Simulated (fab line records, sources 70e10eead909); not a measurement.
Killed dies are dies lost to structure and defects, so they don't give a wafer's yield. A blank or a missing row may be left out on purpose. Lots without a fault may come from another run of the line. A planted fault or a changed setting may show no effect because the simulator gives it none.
Chamber matching | flow nand_harc | NHARC_A_STAIRCASE_CMP_450 on cmp-01: 4 sister chambers
The step polishes SiO2, target thk 200 nm. 8 wafers are shown with their chamber, then 12 later ones without.

WAFERS WITH THEIR CHAMBER
wafer  | chamber | motor_current_A (A)
L083.3 | 3       | 11.2
L087.4 | 0       | 14.2
L088.2 | 1       | 12.4
L088.5 | 1       | 12.4
L088.6 | 2       | 9.9
L088.1 | 0       | 13.5
L088.3 | 2       | 10.4
L088.4 | 3       | 10.9

WAFERS WITHOUT THEIR CHAMBER
wafer  | motor_current_A (A)
L091.2 | 9.8
L091.3 | 10.5
L091.4 | 11.1
L093.4 | 11.3
L093.5 | 9.9
L093.6 | 11.9
L095.1 | 13.8
L095.3 | 11.6
L095.4 | 10.4
L097.3 | 11.4
L097.4 | 12.7
L097.5 | 10.1

WHICH CHAMBER EACH WENT THROUGH
wafer  | from the rows above     | in truth
L091.2 | 2                       | 2
L091.3 | can't be placed: 2 or 3 | 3
L091.4 | 3                       | 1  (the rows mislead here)
L093.4 | 3                       | 3
L093.5 | 2                       | 2
L093.6 | can't be placed: 1 or 3 | 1
L095.1 | 0                       | 0
L095.3 | can't be placed: 3 or 1 | 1
L095.4 | can't be placed: 2 or 3 | 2
L097.3 | 3                       | 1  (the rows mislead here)
L097.4 | 1                       | 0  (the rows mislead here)
L097.5 | 2                       | 2
Placed correctly: 5 of 12. Can't be placed from these rows: 4 (the true chamber is among the candidates in 4). Placed wrongly: 3.
How it was worked out, from the rows above alone: a wafer's distance from a chamber is the root of the sum, over the readings, of the square of ((its reading less the chamber's mean) divided by the reading's scatter). The wafer belongs to the nearest chamber; if the next one is less than 2 further off, it can't be placed. A chamber's mean is the mean of its shown wafers. The scatter: the root of (the sum of the squares of (reading less its chamber's mean) over the shown wafers, divided by (wafers less chambers)).
